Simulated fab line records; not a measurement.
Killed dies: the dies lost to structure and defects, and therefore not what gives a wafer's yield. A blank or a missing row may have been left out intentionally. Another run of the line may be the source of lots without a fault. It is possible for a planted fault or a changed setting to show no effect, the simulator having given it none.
The tool behind it: which one? / flow nand-harc / Sampling: 13 lots, 39 wafers, 4 of 1302 route steps

## WHAT THE GAUGES SHOWED, per wafer
The record lacks any reading of a measuring or inspecting step that a usual standard deviation could be used to judge.

## WHAT TOOL EACH LOT RAN ON (gives the tool, then ch and the chambers of the sampled wafers, and finally the start)
lot=L385; NHARC_A_STAIRCASE_HM_DEP_459=acl-dep-03 ch 0, day 16 21:22; NHARC_A_STAIRCASE_DEP_280=pecvd-03 ch 0,1,2, day 16 22:22; NHARC_A_STAIRCASE_ETCH_452=rie-diel-03 ch 0,3, day 17 06:02 or earlier; NHARC_A_STAIRCASE_EXPOSE_307=krf-scanner-04 ch 0, day 17 06:02
lot=L387; NHARC_A_STAIRCASE_HM_DEP_459=acl-dep-01 ch 0, day 17 20:02; NHARC_A_STAIRCASE_DEP_280=pecvd-02 ch 0,2, day 17 21:53; NHARC_A_STAIRCASE_ETCH_452=rie-diel-07 ch 2,3, day 18 03:54 or earlier; NHARC_A_STAIRCASE_EXPOSE_307=krf-scanner-02 ch 0, day 18 03:54
lot=L388; NHARC_A_STAIRCASE_HM_DEP_459=acl-dep-03 ch 0, day 18 00:10; NHARC_A_STAIRCASE_DEP_280=pecvd-04 ch 0,1, day 18 01:27; NHARC_A_STAIRCASE_ETCH_452=rie-diel-07 ch 0,2,3, day 18 07:01 or earlier; NHARC_A_STAIRCASE_EXPOSE_307=krf-scanner-04 ch 0, day 18 07:01
lot=L390; NHARC_A_STAIRCASE_HM_DEP_459=acl-dep-03 ch 0, day 18 07:08; NHARC_A_STAIRCASE_DEP_280=pecvd-03 ch 0,1, day 18 09:05; NHARC_A_STAIRCASE_ETCH_452=rie-diel-03 ch 0,3, day 18 16:57 or earlier; NHARC_A_STAIRCASE_EXPOSE_307=krf-scanner-04 ch 0, day 18 16:57
lot=L389; NHARC_A_STAIRCASE_HM_DEP_459=acl-dep-02 ch 0, day 18 09:43; NHARC_A_STAIRCASE_DEP_280=pecvd-04 ch 0,2, day 18 11:00; NHARC_A_STAIRCASE_ETCH_452=rie-diel-03 ch 0,1, day 18 19:32 or earlier; NHARC_A_STAIRCASE_EXPOSE_307=krf-scanner-02 ch 0, day 18 19:32
lot=L395; NHARC_A_STAIRCASE_HM_DEP_459=acl-dep-01 ch 0, day 20 20:56; NHARC_A_STAIRCASE_DEP_280=pecvd-03 ch 1,2, day 20 22:32; NHARC_A_STAIRCASE_ETCH_452=rie-diel-01 ch 1,2,3, day 21 07:21 or earlier; NHARC_A_STAIRCASE_EXPOSE_307=krf-scanner-02 ch 0, day 21 07:21
lot=L394; NHARC_A_STAIRCASE_HM_DEP_459=acl-dep-02 ch 0, day 21 05:50; NHARC_A_STAIRCASE_DEP_280=pecvd-03 ch 1,2, day 21 07:08; NHARC_A_STAIRCASE_ETCH_452=rie-diel-01 ch 1,2, day 21 16:48 or earlier; NHARC_A_STAIRCASE_EXPOSE_307=krf-scanner-04 ch 0, day 21 16:48
lot=L398; NHARC_A_STAIRCASE_HM_DEP_459=acl-dep-03 ch 0, day 22 02:41; NHARC_A_STAIRCASE_DEP_280=pecvd-04 ch 1,2, day 22 03:59; NHARC_A_STAIRCASE_ETCH_452=rie-diel-01 ch 0,1, day 22 11:40 or earlier; NHARC_A_STAIRCASE_EXPOSE_307=krf-scanner-02 ch 0, day 22 11:40
lot=L400; NHARC_A_STAIRCASE_HM_DEP_459=acl-dep-03 ch 0, day 22 23:28; NHARC_A_STAIRCASE_DEP_280=pecvd-04 ch 0,1,2, day 23 01:22; NHARC_A_STAIRCASE_ETCH_452=rie-diel-03 ch 0,1,2, day 23 09:36 or earlier; NHARC_A_STAIRCASE_EXPOSE_307=krf-scanner-02 ch 0, day 23 09:36
lot=L401; NHARC_A_STAIRCASE_HM_DEP_459=acl-dep-02 ch 0, day 23 10:43; NHARC_A_STAIRCASE_DEP_280=pecvd-02 ch 1,2, day 23 11:59; NHARC_A_STAIRCASE_ETCH_452=rie-diel-03 ch 1,2, day 23 17:40 or earlier; NHARC_A_STAIRCASE_EXPOSE_307=krf-scanner-03 ch 0, day 23 17:40
lot=L405; NHARC_A_STAIRCASE_HM_DEP_459=acl-dep-01 ch 0, day 24 11:16; NHARC_A_STAIRCASE_DEP_280=pecvd-03 ch 0,1,2, day 24 13:08; NHARC_A_STAIRCASE_ETCH_452=rie-diel-03 ch 0,2,3, day 24 19:37 or earlier; NHARC_A_STAIRCASE_EXPOSE_307=krf-scanner-04 ch 0, day 24 19:37
lot=L404; NHARC_A_STAIRCASE_HM_DEP_459=acl-dep-02 ch 0, day 24 15:38; NHARC_A_STAIRCASE_DEP_280=pecvd-03 ch 0,1,2, day 24 16:40; NHARC_A_STAIRCASE_ETCH_452=rie-diel-03 ch 0,3, day 24 22:15 or earlier; NHARC_A_STAIRCASE_EXPOSE_307=krf-scanner-03 ch 0, day 24 22:15
lot=L408; NHARC_A_STAIRCASE_HM_DEP_459=acl-dep-01 ch 0, day 25 21:55; NHARC_A_STAIRCASE_DEP_280=pecvd-04 ch 0,1, day 25 23:29; NHARC_A_STAIRCASE_ETCH_452=rie-diel-03 ch 1,3, day 26 08:17 or earlier; NHARC_A_STAIRCASE_EXPOSE_307=krf-scanner-04 ch 0, day 26 08:17
- NHARC_A_STAIRCASE_HM_DEP_459: deposits aC, target thk 1500 nm.
- NHARC_A_STAIRCASE_DEP_280: deposits SiON, target thk 30 nm.
- NHARC_A_STAIRCASE_ETCH_452: etches the open film in CF4/O2, target depth 30 nm, overetch 3 nm, time 16.5 s.
- NHARC_A_STAIRCASE_EXPOSE_307: exposes mask CHOP 50.

## WHAT THE TOOLS THEMSELVES READ (means of the sampled wafers that have a number; where no wafer has one, the mark that the record gives instead)
NHARC_A_STAIRCASE_HM_DEP_459. Usual: 35.000 % for throttle-valve-pct, sd 0.009.
lot=L385; tool=acl-dep-03; throttle-valve-pct (%)=34.991; flag=
lot=L387; tool=acl-dep-01; throttle-valve-pct (%)=35.000; flag=
lot=L388; tool=acl-dep-03; throttle-valve-pct (%)=35.006; flag=
lot=L390; tool=acl-dep-03; throttle-valve-pct (%)=35.006; flag=
lot=L389; tool=acl-dep-02; throttle-valve-pct (%)=35.005; flag=
lot=L395; tool=acl-dep-01; throttle-valve-pct (%)=34.992; flag=
lot=L394; tool=acl-dep-02; throttle-valve-pct (%)=35.014; flag=
lot=L398; tool=acl-dep-03; throttle-valve-pct (%)=35.006; flag=
lot=L400; tool=acl-dep-03; throttle-valve-pct (%)=35.002; flag=
lot=L401; tool=acl-dep-02; throttle-valve-pct (%)=34.998; flag=
lot=L405; tool=acl-dep-01; throttle-valve-pct (%)=35.008; flag=
lot=L404; tool=acl-dep-02; throttle-valve-pct (%)=34.993; flag=
lot=L408; tool=acl-dep-01; throttle-valve-pct (%)=35.000; flag=

NHARC_A_STAIRCASE_DEP_280. Usual: chamber-pressure-Torr 3.502 Torr, standard deviation 0.0084; heater-power-w 739 W, standard deviation 84.
lot=L385; tool=pecvd-03; chamber-pressure-Torr (Torr)=3.498; heater-power-w (W)=778; flag=
lot=L387; tool=pecvd-02; chamber-pressure-Torr (Torr)=3.489; heater-power-w (W)=727; flag=
lot=L388; tool=pecvd-04; chamber-pressure-Torr (Torr)=3.504; heater-power-w (W)=762; flag=
lot=L390; tool=pecvd-03; chamber-pressure-Torr (Torr)=3.503; heater-power-w (W)=632; flag=
lot=L389; tool=pecvd-04; chamber-pressure-Torr (Torr)=3.504; heater-power-w (W)=721; flag=
lot=L395; tool=pecvd-03; chamber-pressure-Torr (Torr)=3.505; heater-power-w (W)=775; flag=
lot=L394; tool=pecvd-03; chamber-pressure-Torr (Torr)=3.500; heater-power-w (W)=817; flag=
lot=L398; tool=pecvd-04; chamber-pressure-Torr (Torr)=3.497; heater-power-w (W)=730; flag=
lot=L400; tool=pecvd-04; chamber-pressure-Torr (Torr)=3.503; heater-power-w (W)=719; flag=
lot=L401; tool=pecvd-02; chamber-pressure-Torr (Torr)=3.508; heater-power-w (W)=696; flag=
lot=L405; tool=pecvd-03; chamber-pressure-Torr (Torr)=3.501; heater-power-w (W)=766; flag=
lot=L404; tool=pecvd-03; chamber-pressure-Torr (Torr)=3.494; heater-power-w (W)=752; flag=
lot=L408; tool=pecvd-04; chamber-pressure-Torr (Torr)=3.504; heater-power-w (W)=760; flag=

NHARC_A_STAIRCASE_ETCH_452. Usual: drypump-motor-current-A 6.0 A, standard deviation 0.31; oes-product-au 1.000 a.u., standard deviation 0.0096; rf-vpp-V 197.8 V, standard deviation 1.3; showerhead-plenum-p-Torr 1.33 Torr, standard deviation 0.046; throttle-valve-pct 13.397 %, standard deviation 0.0089.
lot=L385; tool=rie-diel-03; drypump-motor-current-A (A)=6.1; oes-product-au (a.u.)=1.002; rf-vpp-V (V)=198.2; showerhead-plenum-p-Torr (Torr)=1.34; throttle-valve-pct (%)=13.388; flag=
lot=L387; tool=rie-diel-07; drypump-motor-current-A (A)=5.7; oes-product-au (a.u.)=1.006; rf-vpp-V (V)=196.8; showerhead-plenum-p-Torr (Torr)=1.30; throttle-valve-pct (%)=13.394; flag=
lot=L388; tool=rie-diel-07; drypump-motor-current-A (A)=5.5; oes-product-au (a.u.)=1.008; rf-vpp-V (V)=198.0; showerhead-plenum-p-Torr (Torr)=1.32; throttle-valve-pct (%)=13.398; flag=
lot=L390; tool=rie-diel-03; drypump-motor-current-A (A)=6.1; oes-product-au (a.u.)=1.006; rf-vpp-V (V)=198.7; showerhead-plenum-p-Torr (Torr)=1.34; throttle-valve-pct (%)=13.402; flag=
lot=L389; tool=rie-diel-03; drypump-motor-current-A (A)=6.2; oes-product-au (a.u.)=1.001; rf-vpp-V (V)=197.6; showerhead-plenum-p-Torr (Torr)=1.31; throttle-valve-pct (%)=13.404; flag=
lot=L395; tool=rie-diel-01; drypump-motor-current-A (A)=6.3; oes-product-au (a.u.)=1.006; rf-vpp-V (V)=196.6; showerhead-plenum-p-Torr (Torr)=1.31; throttle-valve-pct (%)=13.397; flag=
lot=L394; tool=rie-diel-01; drypump-motor-current-A (A)=6.3; oes-product-au (a.u.)=0.999; rf-vpp-V (V)=196.4; showerhead-plenum-p-Torr (Torr)=1.29; throttle-valve-pct (%)=13.401; flag=
lot=L398; tool=rie-diel-01; drypump-motor-current-A (A)=6.2; oes-product-au (a.u.)=0.990; rf-vpp-V (V)=196.9; showerhead-plenum-p-Torr (Torr)=1.30; throttle-valve-pct (%)=13.400; flag=
lot=L400; tool=rie-diel-03; drypump-motor-current-A (A)=6.1; oes-product-au (a.u.)=0.999; rf-vpp-V (V)=198.3; showerhead-plenum-p-Torr (Torr)=1.34; throttle-valve-pct (%)=13.392; flag=
lot=L401; tool=rie-diel-03; drypump-motor-current-A (A)=6.1; oes-product-au (a.u.)=0.991; rf-vpp-V (V)=198.7; showerhead-plenum-p-Torr (Torr)=1.37; throttle-valve-pct (%)=13.396; flag=
lot=L405; tool=rie-diel-03; drypump-motor-current-A (A)=6.0; oes-product-au (a.u.)=1.000; rf-vpp-V (V)=198.1; showerhead-plenum-p-Torr (Torr)=1.36; throttle-valve-pct (%)=13.406; flag=
lot=L404; tool=rie-diel-03; drypump-motor-current-A (A)=6.2; oes-product-au (a.u.)=1.006; rf-vpp-V (V)=198.1; showerhead-plenum-p-Torr (Torr)=1.36; throttle-valve-pct (%)=13.393; flag=
lot=L408; tool=rie-diel-03; drypump-motor-current-A (A)=6.2; oes-product-au (a.u.)=0.993; rf-vpp-V (V)=198.1; showerhead-plenum-p-Torr (Torr)=1.35; throttle-valve-pct (%)=13.387; flag=

NHARC_A_STAIRCASE_EXPOSE_307. Usual: 45.66 for exposure-dose-mJ-cm2, sd 0.055.
lot=L385 tool=krf-scanner-04 exposure-dose-mJ-cm2=45.70 flag=
lot=L387 tool=krf-scanner-02 exposure-dose-mJ-cm2=45.63 flag=
lot=L388 tool=krf-scanner-04 exposure-dose-mJ-cm2=45.71 flag=
lot=L390 tool=krf-scanner-04 exposure-dose-mJ-cm2=45.65 flag=
lot=L389 tool=krf-scanner-02 exposure-dose-mJ-cm2=45.61 flag=
lot=L395 tool=krf-scanner-02 exposure-dose-mJ-cm2=43.40 flag=OFF
lot=L394 tool=krf-scanner-04 exposure-dose-mJ-cm2=45.67 flag=
lot=L398 tool=krf-scanner-02 exposure-dose-mJ-cm2=43.89 flag=OFF
lot=L400 tool=krf-scanner-02 exposure-dose-mJ-cm2=44.13 flag=OFF
lot=L401 tool=krf-scanner-03 exposure-dose-mJ-cm2=45.65 flag=
lot=L405 tool=krf-scanner-04 exposure-dose-mJ-cm2=45.76 flag=
lot=L404 tool=krf-scanner-03 exposure-dose-mJ-cm2=45.63 flag=
lot=L408 tool=krf-scanner-04 exposure-dose-mJ-cm2=45.69 flag=

## THE ANSWER, worked out from the rows above alone
Rule: lot off if the mean of its wafers having a number is beyond 3 standard deviations from the usual mean. A lot without any number at a reading at which 4 lots or more have one is off too. Where the step has rows for the other lots, those lots are counted as sound. The gauges are gone through in route order, then the tools' own readings, and for those a lot's mean is taken as printed above. The first step at which some lot is off is used, and at that step the reading that is off furthest; a lot without a number counts as furthest.
Off at NHARC_A_STAIRCASE_EXPOSE_307 (exposure-dose-mJ-cm2): L395, L398, L400.
If a tool, at that step or one of the process steps before it, ran each lot that is off and ran no sound lot following the first of them, it fits. Because NHARC_A_STAIRCASE_ETCH_452 lacks a start for some lots, the hours and order of its lots are taken from NHARC_A_STAIRCASE_EXPOSE_307. One fits: NHARC_A_STAIRCASE_EXPOSE_307 on krf-scanner-02. Its last sound lot is L389 (day 18 19:32), its first lot that is off L395 (day 21 07:21): a fault that began between those two fits.
On the lots that are off, the tool's own readings at NHARC_A_STAIRCASE_EXPOSE_307 differ by more than 5 times the standard deviation of the sound lots' means, which bears it out; exposure-dose-mJ-cm2 reads 43.81 there versus 45.67 on the sound lots.

## WHAT THE SIMULATOR HAD PUT IN
Drift in process parameters on krf-scanner-02 at NHARC_A_STAIRCASE_EXPOSE_307, starting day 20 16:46. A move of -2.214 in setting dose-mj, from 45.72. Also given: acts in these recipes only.
Shown lots that were struck: L395, L398, L400. The rule given above showed the same thing.
